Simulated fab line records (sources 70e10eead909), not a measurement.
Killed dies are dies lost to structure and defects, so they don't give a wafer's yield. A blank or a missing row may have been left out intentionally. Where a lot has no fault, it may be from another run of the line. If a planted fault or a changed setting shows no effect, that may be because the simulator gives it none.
fab line records :: flow nandHarc :: part 2 of 2: steps 30 to 41 of 41
record
  lots=5
  wafers=15
  lastDay=32
route steps=1302 shown P_BONDPAD@377 A_START@389 A_ZERO_WELL@390 A_SOURCE_PLATE@413
lots untouched by any fault: they come from a run of this same line in which no faults occurred
startH: the number of hours between the record's first day and the start of the first shown wafer of the lot :: waitH: hours from the lot's prior step to this one :: " as in the row above :: L1.1+2: a single row standing in for several wafers :: - no value present, or no start provided :: * or withheld: withheld :: < > ~ a bound
route shown NAME@n: NAME is a module with steps in the file, n the number in the route of the first one :: usual: the fault-free wafers' mean and standard deviation :: same: alike in all rows :: chamber/n: place in a boat :: sites: the reading at each site :: _std_site: standard deviation of those values :: _edge_site: the outer-site mean with the inner-site mean subtracted :: radiusMm: for every site, how far away it sits from the centre of the wafer :: mask NAME#n: copy n :: behind: the last tool/chamber to shape the wafer :: hold: why the lot went on hold/how many hours it stayed there/how the hold came to an end :: device: the n, p or np transistor that did not switch :: end of line: the same wafers' tests at the end of the route :: for a step that has no rows: nothing shown but its recipe :: killed: the dies lost at the first sort to structure and to defects; this is not the yield of the wafer :: map: dies across one wafer; x = killed, . = not, _ = none there
set.NAME: the setting as run; set.NAME@STEP: as run at that earlier step :: model.NAME: the simulator's own value behind a step, which no gauge read
lots seen at some steps along the route; tables by step, rows by wafer
services: from which hour (startH, from the record's first day; less than 0 if before it) a tool's chamber was out of use, for how many hours, and why
## steps
# step NHARC_A_ZERO_WELL_PRECLEAN_22
# recipe
  timeS=60
  tempC=50
  bathAgeMin=0
  chemistry=SC1
lot.wafer: L081.1+4+6
tool: wetBench-04
chamber: 2,4,7
startH: 209.35
waitH: 0.2

lot.wafer: L082.3+1+6
tool: wetBench-04
chamber: 1,2,3
startH: 217.05
waitH: 0.1

lot.wafer: L087.2+5+6
tool: wetBench-06
chamber: 5,6,7
startH: 266.88
waitH: 0.2

lot.wafer: L088.3+6+1
tool: wetBench-05
chamber: 2,3,5
startH: 284.36
waitH: 0.1

lot.wafer: L092.6+3+5
tool: wetBench-05
chamber: 0,3,4
startH: 321.94
waitH: 0.0
# step NHARC_A_ZERO_WELL_SRD_23
lot.wafer: L081.1+4+6
tool: wetBench-04
chamber: 2,4,7
startH: -
waitH: -

lot.wafer: L082.3+1+6
tool: wetBench-04
chamber: 1,2,3
startH: -
waitH: -

lot.wafer: L087.2+5+6
tool: wetBench-06
chamber: 5,6,7
startH: -
waitH: -

lot.wafer: L088.3+6+1
tool: wetBench-05
chamber: 2,3,5
startH: -
waitH: -

lot.wafer: L092.6+3+5
tool: wetBench-05
chamber: 0,3,4
startH: -
waitH: -
# step NHARC_A_ZERO_WELL_RTA_16
# recipe
  tempC=1000
  timeS=10
# usual
  lampPowerPct=28.3/1.2
  lamp_zone_5_pct=28.3/1.2
  wafer_temp_C_max=1004.0/0.85
lot.wafer: L081.1
tool: rtpAnneal-01
chamber: 0
startH: 209.49
waitH: -
lampPowerPct: 29.3
lamp_zone_5_pct: 29.3
wafer_temp_C_max: 1003.6

lot.wafer: L081.4
tool: rtpAnneal-01
chamber: 0
startH: 209.49
waitH: -
lampPowerPct: 29.3
lamp_zone_5_pct: 29.2
wafer_temp_C_max: 1003.4

lot.wafer: L081.6
tool: rtpAnneal-01
chamber: 0
startH: 209.49
waitH: -
lampPowerPct: 29.3
lamp_zone_5_pct: 29.3
wafer_temp_C_max: 1004.7

lot.wafer: L082.1
tool: rtpAnneal-01
chamber: 0
startH: 217.18
waitH: -
lampPowerPct: 29.3
lamp_zone_5_pct: 29.3
wafer_temp_C_max: 1003.1

lot.wafer: L082.3
tool: rtpAnneal-01
chamber: 0
startH: 217.18
waitH: -
lampPowerPct: 29.2
lamp_zone_5_pct: 29.3
wafer_temp_C_max: 1004.0

lot.wafer: L082.6
tool: rtpAnneal-01
chamber: 0
startH: 217.18
waitH: -
lampPowerPct: 29.2
lamp_zone_5_pct: 29.2
wafer_temp_C_max: 1003.9

lot.wafer: L087.2
tool: rtpAnneal-01
chamber: 0
startH: 267.02
waitH: -
lampPowerPct: 29.2
lamp_zone_5_pct: 29.2
wafer_temp_C_max: 1004.9

lot.wafer: L087.5
tool: rtpAnneal-01
chamber: 0
startH: 267.02
waitH: -
lampPowerPct: 29.2
lamp_zone_5_pct: 29.2
wafer_temp_C_max: 1004.7

lot.wafer: L087.6
tool: rtpAnneal-01
chamber: 0
startH: 267.02
waitH: -
lampPowerPct: 29.2
lamp_zone_5_pct: 29.2
wafer_temp_C_max: 1004.2

lot.wafer: L088.1
tool: rtpAnneal-02
chamber: 0
startH: 284.49
waitH: -
lampPowerPct: 26.8
lamp_zone_5_pct: 26.8
wafer_temp_C_max: 1003.9

lot.wafer: L088.3
tool: rtpAnneal-02
chamber: 0
startH: 284.49
waitH: -
lampPowerPct: 26.8
lamp_zone_5_pct: 26.8
wafer_temp_C_max: 1004.7

lot.wafer: L088.6
tool: rtpAnneal-02
chamber: 0
startH: 284.49
waitH: -
lampPowerPct: 26.8
lamp_zone_5_pct: 26.8
wafer_temp_C_max: 1002.7

lot.wafer: L092.3
tool: rtpAnneal-01
chamber: 0
startH: 322.13
waitH: -
lampPowerPct: 29.2
lamp_zone_5_pct: 29.3
wafer_temp_C_max: 1004.1

lot.wafer: L092.5
tool: rtpAnneal-01
chamber: 0
startH: 322.13
waitH: -
lampPowerPct: 29.3
lamp_zone_5_pct: 29.3
wafer_temp_C_max: 1002.9

lot.wafer: L092.6
tool: rtpAnneal-01
chamber: 0
startH: 322.13
waitH: -
lampPowerPct: 29.3
lamp_zone_5_pct: 29.2
wafer_temp_C_max: 1003.5
# step NHARC_A_ZERO_WELL_INSPECT_17
# usual
  rawDefectCount=11/6.2
lot.wafer: L081.1
tool: defectInspect-02
chamber: -
startH: 209.69
waitH: 0.2
rawDefectCount: 5

lot.wafer: L081.4
tool: defectInspect-02
chamber: -
startH: 209.69
waitH: 0.2
rawDefectCount: 6

lot.wafer: L081.6
tool: defectInspect-02
chamber: -
startH: 209.69
waitH: 0.2
rawDefectCount: 6

lot.wafer: L082.1
tool: defectInspect-01
chamber: -
startH: 217.37
waitH: 0.2
rawDefectCount: 10

lot.wafer: L082.3
tool: defectInspect-01
chamber: -
startH: 217.37
waitH: 0.2
rawDefectCount: 10

lot.wafer: L082.6
tool: defectInspect-01
chamber: -
startH: 217.37
waitH: 0.2
rawDefectCount: 17

lot.wafer: L087.2
tool: defectInspect-01
chamber: -
startH: 267.19
waitH: 0.1
rawDefectCount: 9

lot.wafer: L087.5
tool: defectInspect-01
chamber: -
startH: 267.19
waitH: 0.1
rawDefectCount: 7

lot.wafer: L087.6
tool: defectInspect-01
chamber: -
startH: 267.19
waitH: 0.1
rawDefectCount: 7

lot.wafer: L088.1
tool: defectInspect-02
chamber: -
startH: 284.69
waitH: 0.2
rawDefectCount: 13

lot.wafer: L088.3
tool: defectInspect-02
chamber: -
startH: 284.69
waitH: 0.2
rawDefectCount: 6

lot.wafer: L088.6
tool: defectInspect-02
chamber: -
startH: 284.69
waitH: 0.2
rawDefectCount: 9

lot.wafer: L092.3
tool: defectInspect-01
chamber: -
startH: 322.27
waitH: 0.1
rawDefectCount: 13

lot.wafer: L092.5
tool: defectInspect-01
chamber: -
startH: 322.27
waitH: 0.1
rawDefectCount: 7

lot.wafer: L092.6
tool: defectInspect-01
chamber: -
startH: 322.27
waitH: 0.1
rawDefectCount: 7
# step NHARC_A_SOURCE_PLATE_PRECLEAN_00
# recipe
  timeS=60
  chemistry=HF-LAST
lot.wafer: L081.6+1+4
tool: wetBench-09
chamber: 4,7,0
startH: 209.74
waitH: 0.1

lot.wafer: L082.1+3+6
tool: wetBench-01
chamber: 4,6,0
startH: 217.42
waitH: 0.1

lot.wafer: L087.6+2+5
tool: wetBench-09
chamber: 3,4,0
startH: 267.24
waitH: 0.0

lot.wafer: L088.1+6+3
tool: wetBench-09
chamber: 4,6,7
startH: 284.75
waitH: 0.1

lot.wafer: L092.6+3+5
tool: wetBench-07
chamber: 1,2,4
startH: 322.34
waitH: 0.1
# step NHARC_A_SOURCE_PLATE_SRD_01
lot.wafer: L081.6+1+4
tool: wetBench-09
chamber: 4,7,0
startH: -
waitH: -

lot.wafer: L082.1+3+6
tool: wetBench-01
chamber: 4,6,0
startH: -
waitH: -

lot.wafer: L087.6+2+5
tool: wetBench-09
chamber: 3,4,0
startH: -
waitH: -

lot.wafer: L088.1+6+3
tool: wetBench-09
chamber: 4,6,7
startH: -
waitH: -

lot.wafer: L092.6+3+5
tool: wetBench-07
chamber: 1,2,4
startH: -
waitH: -
# step NHARC_A_SOURCE_PLATE_OXIDE_02
# recipe
  targetThkA=100
  tempC=900
  oxTimeS=1362
  material=SiO2
# usual
  zonePowerUpperPct=17.4/1.2
lot.wafer: L081.1
tool: furnace-08
chamber: 0
startH: 214.82
waitH: -
zonePowerUpperPct: 15.6

lot.wafer: L081.4
tool: furnace-08
chamber: 0
startH: 214.82
waitH: -
zonePowerUpperPct: 15.6

lot.wafer: L081.6
tool: furnace-08
chamber: 0
startH: 214.82
waitH: -
zonePowerUpperPct: 15.6

lot.wafer: L082.1
tool: furnace-05
chamber: 0
startH: 221.28
waitH: -
zonePowerUpperPct: 17.8

lot.wafer: L082.3
tool: furnace-05
chamber: 0
startH: 221.28
waitH: -
zonePowerUpperPct: 18.7

lot.wafer: L082.6
tool: furnace-05
chamber: 0
startH: 221.28
waitH: -
zonePowerUpperPct: 18.3

lot.wafer: L087.2
tool: furnace-08
chamber: 0
startH: 269.95
waitH: -
zonePowerUpperPct: 15.8

lot.wafer: L087.5
tool: furnace-08
chamber: 0
startH: 269.95
waitH: -
zonePowerUpperPct: 15.5

lot.wafer: L087.6
tool: furnace-08
chamber: 0
startH: 269.95
waitH: -
zonePowerUpperPct: 15.7

lot.wafer: L088.1
tool: furnace-03
chamber: 0
startH: 287.81
waitH: -
zonePowerUpperPct: 17.6

lot.wafer: L088.3
tool: furnace-03
chamber: 0
startH: 287.81
waitH: -
zonePowerUpperPct: 17.9

lot.wafer: L088.6
tool: furnace-03
chamber: 0
startH: 287.81
waitH: -
zonePowerUpperPct: 17.8

lot.wafer: L092.3
tool: furnace-08
chamber: 0
startH: 325.03
waitH: -
zonePowerUpperPct: 15.9

lot.wafer: L092.5
tool: furnace-08
chamber: 0
startH: 325.03
waitH: -
zonePowerUpperPct: 15.5

lot.wafer: L092.6
tool: furnace-08
chamber: 0
startH: 325.03
waitH: -
zonePowerUpperPct: 15.6
# step NHARC_A_SOURCE_PLATE_THK_MEAS_09
# recipe
  thkMeasGauge=ellipsometry
# usual
  thkNm=9.5/1
lot.wafer: L081.1
tool: filmMetro-01
chamber: -
startH: 218.88
waitH: 0.4
thkNm: 8.9

lot.wafer: L081.4
tool: filmMetro-01
chamber: -
startH: 218.88
waitH: 0.4
thkNm: 9.6

lot.wafer: L081.6
tool: filmMetro-01
chamber: -
startH: 218.88
waitH: 0.4
thkNm: 11.1

lot.wafer: L082.1
tool: filmMetro-01
chamber: -
startH: 225.39
waitH: 0.4
thkNm: 10.4

lot.wafer: L082.3
tool: filmMetro-01
chamber: -
startH: 225.39
waitH: 0.4
thkNm: 9.8

lot.wafer: L082.6
tool: filmMetro-01
chamber: -
startH: 225.39
waitH: 0.4
thkNm: 9.4

lot.wafer: L087.2
tool: filmMetro-01
chamber: -
startH: 273.99
waitH: 0.4
thkNm: 9.4

lot.wafer: L087.5
tool: filmMetro-01
chamber: -
startH: 273.99
waitH: 0.4
thkNm: 8.6

lot.wafer: L087.6
tool: filmMetro-01
chamber: -
startH: 273.99
waitH: 0.4
thkNm: 10.5

lot.wafer: L088.1
tool: filmMetro-01
chamber: -
startH: 291.84
waitH: 0.4
thkNm: 10.0

lot.wafer: L088.3
tool: filmMetro-01
chamber: -
startH: 291.84
waitH: 0.4
thkNm: 9.5

lot.wafer: L088.6
tool: filmMetro-01
chamber: -
startH: 291.84
waitH: 0.4
thkNm: 11.1

lot.wafer: L092.3
tool: filmMetro-01
chamber: -
startH: 329.10
waitH: 0.4
thkNm: 10.0

lot.wafer: L092.5
tool: filmMetro-01
chamber: -
startH: 329.10
waitH: 0.4
thkNm: 9.5

lot.wafer: L092.6
tool: filmMetro-01
chamber: -
startH: 329.10
waitH: 0.4
thkNm: 10.1
# step NHARC_A_SOURCE_PLATE_PVD_04
# recipe
  targetThkA=500
  material=WSi2
lot.wafer: L081.4+1+6
tool: pvdSputter-02
chamber: -
startH: 218.94
waitH: 0.1

lot.wafer: L082.1+3+6
tool: pvdSputter-01
chamber: -
startH: 225.47
waitH: 0.1

lot.wafer: L087.2+6+5
tool: pvdSputter-02
chamber: -
startH: 274.08
waitH: 0.1

lot.wafer: L088.1+3+6
tool: pvdSputter-01
chamber: -
startH: 291.90
waitH: 0.1

lot.wafer: L092.3+6+5
tool: pvdSputter-01
chamber: -
startH: 329.19
waitH: 0.1
# step NHARC_A_SOURCE_PLATE_CVD_03
# recipe
  targetThkA=2000
  tempC=620
  pressureMtorr=200
  timeS=4000
  material=poly-Si
# usual
  zonePowerUpperPct=7.83/0.25
lot.wafer: L081.1
tool: lpcvdPoly-01
chamber: 0
startH: 221.36
waitH: -
zonePowerUpperPct: 7.79

lot.wafer: L081.4
tool: lpcvdPoly-01
chamber: 0
startH: 221.36
waitH: -
zonePowerUpperPct: 7.76

lot.wafer: L081.6
tool: lpcvdPoly-01
chamber: 0
startH: 221.36
waitH: -
zonePowerUpperPct: 7.55

lot.wafer: L082.1
tool: lpcvdPoly-01
chamber: 0
startH: 227.88
waitH: -
zonePowerUpperPct: 7.69

lot.wafer: L082.3
tool: lpcvdPoly-01
chamber: 0
startH: 227.88
waitH: -
zonePowerUpperPct: 7.72

lot.wafer: L082.6
tool: lpcvdPoly-01
chamber: 0
startH: 227.88
waitH: -
zonePowerUpperPct: 7.55

lot.wafer: L087.2
tool: lpcvdPoly-01
chamber: 0
startH: 276.47
waitH: -
zonePowerUpperPct: 7.68

lot.wafer: L087.5
tool: lpcvdPoly-01
chamber: 0
startH: 276.47
waitH: -
zonePowerUpperPct: 7.63

lot.wafer: L087.6
tool: lpcvdPoly-01
chamber: 0
startH: 276.47
waitH: -
zonePowerUpperPct: 7.71

lot.wafer: L088.1
tool: lpcvdPoly-01
chamber: 0
startH: 294.33
waitH: -
zonePowerUpperPct: 7.81

lot.wafer: L088.3
tool: lpcvdPoly-01
chamber: 0
startH: 294.33
waitH: -
zonePowerUpperPct: 7.60

lot.wafer: L088.6
tool: lpcvdPoly-01
chamber: 0
startH: 294.33
waitH: -
zonePowerUpperPct: 7.72

lot.wafer: L092.3
tool: lpcvdPoly-01
chamber: 0
startH: 331.61
waitH: -
zonePowerUpperPct: 7.73

lot.wafer: L092.5
tool: lpcvdPoly-01
chamber: 0
startH: 331.61
waitH: -
zonePowerUpperPct: 7.60

lot.wafer: L092.6
tool: lpcvdPoly-01
chamber: 0
startH: 331.61
waitH: -
zonePowerUpperPct: 7.74
# step NHARC_A_SOURCE_PLATE_ANNEAL_05
# recipe
  tempC=850
  timeS=1800
# usual
  zonePowerUpperPct=15.5/1.1
lot.wafer: L081.1
tool: furnace-03
chamber: 0
startH: 227.80
waitH: 3.3
zonePowerUpperPct: 15.7

lot.wafer: L081.4
tool: furnace-03
chamber: 0
startH: 227.80
waitH: 3.3
zonePowerUpperPct: 16.0

lot.wafer: L081.6
tool: furnace-03
chamber: 0
startH: 227.80
waitH: 3.3
zonePowerUpperPct: 15.8

lot.wafer: L082.1
tool: furnace-05
chamber: 0
startH: 234.36
waitH: 3.4
zonePowerUpperPct: 16.4

lot.wafer: L082.3
tool: furnace-05
chamber: 0
startH: 234.36
waitH: 3.4
zonePowerUpperPct: 16.3

lot.wafer: L082.6
tool: furnace-05
chamber: 0
startH: 234.36
waitH: 3.4
zonePowerUpperPct: 16.1

lot.wafer: L087.2
tool: furnace-08
chamber: 0
startH: 282.92
waitH: 3.3
zonePowerUpperPct: 14.2

lot.wafer: L087.5
tool: furnace-08
chamber: 0
startH: 282.92
waitH: 3.3
zonePowerUpperPct: 14.0

lot.wafer: L087.6
tool: furnace-08
chamber: 0
startH: 282.92
waitH: 3.3
zonePowerUpperPct: 13.9

lot.wafer: L088.1
tool: furnace-08
chamber: 0
startH: 300.32
waitH: 2.9
zonePowerUpperPct: 14.0

lot.wafer: L088.3
tool: furnace-08
chamber: 0
startH: 300.32
waitH: 2.9
zonePowerUpperPct: 14.0

lot.wafer: L088.6
tool: furnace-08
chamber: 0
startH: 300.32
waitH: 2.9
zonePowerUpperPct: 14.0

lot.wafer: L092.3
tool: furnace-05
chamber: 0
startH: 338.15
waitH: 3.4
zonePowerUpperPct: 16.1

lot.wafer: L092.5
tool: furnace-05
chamber: 0
startH: 338.15
waitH: 3.4
zonePowerUpperPct: 16.2

lot.wafer: L092.6
tool: furnace-05
chamber: 0
startH: 338.15
waitH: 3.4
zonePowerUpperPct: 16.1
# step NHARC_A_SOURCE_PLATE_THK_MEAS_06
# recipe
  thkMeasGauge=ellipsometry
# usual
  thkNm=199.7/2.4
lot.wafer: L081.1
tool: filmMetro-02
chamber: -
startH: 231.77
waitH: 0.4
thkNm: 200.1

lot.wafer: L081.4
tool: filmMetro-02
chamber: -
startH: 231.77
waitH: 0.4
thkNm: 199.9

lot.wafer: L081.6
tool: filmMetro-02
chamber: -
startH: 231.77
waitH: 0.4
thkNm: 199.9

lot.wafer: L082.1
tool: filmMetro-02
chamber: -
startH: 238.30
waitH: 0.4
thkNm: 197.8

lot.wafer: L082.3
tool: filmMetro-02
chamber: -
startH: 238.30
waitH: 0.4
thkNm: 194.9

lot.wafer: L082.6
tool: filmMetro-02
chamber: -
startH: 238.30
waitH: 0.4
thkNm: 198.2

lot.wafer: L087.2
tool: filmMetro-01
chamber: -
startH: 286.90
waitH: 0.4
thkNm: 197.5

lot.wafer: L087.5
tool: filmMetro-01
chamber: -
startH: 286.90
waitH: 0.4
thkNm: 197.4

lot.wafer: L087.6
tool: filmMetro-01
chamber: -
startH: 286.90
waitH: 0.4
thkNm: 201.5

lot.wafer: L088.1
tool: filmMetro-01
chamber: -
startH: 304.29
waitH: 0.4
thkNm: 198.7

lot.wafer: L088.3
tool: filmMetro-01
chamber: -
startH: 304.29
waitH: 0.4
thkNm: 199.4

lot.wafer: L088.6
tool: filmMetro-01
chamber: -
startH: 304.29
waitH: 0.4
thkNm: 199.6

lot.wafer: L092.3
tool: filmMetro-01
chamber: -
startH: 342.07
waitH: 0.4
thkNm: 201.7

lot.wafer: L092.5
tool: filmMetro-01
chamber: -
startH: 342.07
waitH: 0.4
thkNm: 201.0

lot.wafer: L092.6
tool: filmMetro-01
chamber: -
startH: 342.07
waitH: 0.4
thkNm: 200.3
## services
tool: rieDiel-01
chamber: -
startH: 186.22
hours: 0.5
kind: repair

tool: cmp-02
chamber: -
startH: 189.95
hours: 4.5
kind: repair

tool: wetBench-06
chamber: -
startH: 193.60
hours: 8.0
kind: pm

tool: rieDiel-13
chamber: 2
startH: 196.21
hours: 16.4
kind: repair

tool: rieDiel-01
chamber: -
startH: 203.91
hours: 9.0
kind: pm

tool: rieDiel-01
chamber: 1
startH: 219.52
hours: 18.4
kind: repair

tool: rieDiel-11
chamber: 2
startH: 224.91
hours: 5.4
kind: repair

tool: pvdSputter-01
chamber: -
startH: 226.00
hours: 10.0
kind: pm

tool: wetBench-04
chamber: -
startH: 227.20
hours: 8.0
kind: pm

tool: cmp-02
chamber: -
startH: 232.50
hours: 4.0
kind: pm

tool: rieDiel-01
chamber: 0
startH: 243.00
hours: 4.4
kind: repair

tool: lithoTrack-07
chamber: -
startH: 251.00
hours: 7.0
kind: pm

tool: rieDiel-11
chamber: -
startH: 255.53
hours: 9.0
kind: pm

tool: pvdSputter-01
chamber: -
startH: 258.23
hours: 6.3
kind: repair

tool: wetBench-05
chamber: -
startH: 260.80
hours: 8.0
kind: pm

tool: rieDiel-13
chamber: 3
startH: 267.09
hours: 18.9
kind: repair

tool: pvdSputter-02
chamber: -
startH: 271.33
hours: 2.5
kind: repair

tool: lithoTrack-03
chamber: -
startH: 275.00
hours: 7.0
kind: pm

tool: pvdSputter-02
chamber: -
startH: 282.00
hours: 10.0
kind: pm

tool: wetBench-08
chamber: -
startH: 294.40
hours: 8.0
kind: pm

tool: pvdSputter-02
chamber: -
startH: 296.11
hours: 3.1
kind: repair

tool: lithoTrack-05
chamber: -
startH: 299.00
hours: 7.0
kind: pm

tool: rieDiel-11
chamber: 3
startH: 300.67
hours: 3.9
kind: repair

tool: wetBench-10
chamber: -
startH: 311.20
hours: 8.0
kind: pm
